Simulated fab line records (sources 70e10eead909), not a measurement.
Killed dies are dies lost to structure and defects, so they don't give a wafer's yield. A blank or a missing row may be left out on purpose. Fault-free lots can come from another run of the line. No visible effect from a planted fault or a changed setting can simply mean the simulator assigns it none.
Matching of chambers -- flow nand_harc -- NHARC_A_STAIRCASE_DESCUM_443 on rie_diel-04 has 4 sister chambers
The step chemistry O2, time 3 s. 4 wafers are shown with their chamber, then 8 later ones without.

## EACH WAFER AND ITS CHAMBER
wafer,chamber,showerhead_plenum_p_Torr (Torr)
L086.1,2,1.92
L086.5,0,1.93
L086.6,3,1.89
L093.4,1,1.96

## WAFERS WHOSE CHAMBER IS MISSING
wafer,showerhead_plenum_p_Torr (Torr)
L093.5,1.89
L093.6,1.91
L094.3,1.92
L094.4,1.95
L094.5,1.95
L097.1,1.91
L097.5,1.92
L097.6,1.96

## WHICH CHAMBER EACH ONE RAN IN
wafer,from the rows above,in truth
L093.5,3,3
L093.6,can't be placed: 2 or 0 or 3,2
L094.3,can't be placed: 2 or 0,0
L094.4,can't be placed: 1 or 0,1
L094.5,can't be placed: 1 or 0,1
L097.1,can't be placed: 2 or 0 or 3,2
L097.5,can't be placed: 2 or 0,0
L097.6,1,1
Correct placement for 2 of the 8. From these rows, 6 cannot be placed; in 6 the true chamber is one of the candidates. Placed wrongly: 0.
How it was worked out, from the rows above alone: a wafer's distance from a chamber is the root of the sum, over the readings, of the square of ((its reading less the chamber's mean) divided by the reading's scatter). If the next closest chamber is less than 2 further off than the closest, the wafer can't be placed; otherwise it belongs to the closest. For every chamber, the mean is computed from those of its wafers that are shown. The scatter: with one shown wafer a chamber, the root of the mean of the squares of how far each hidden wafer lies from its nearest shown one.
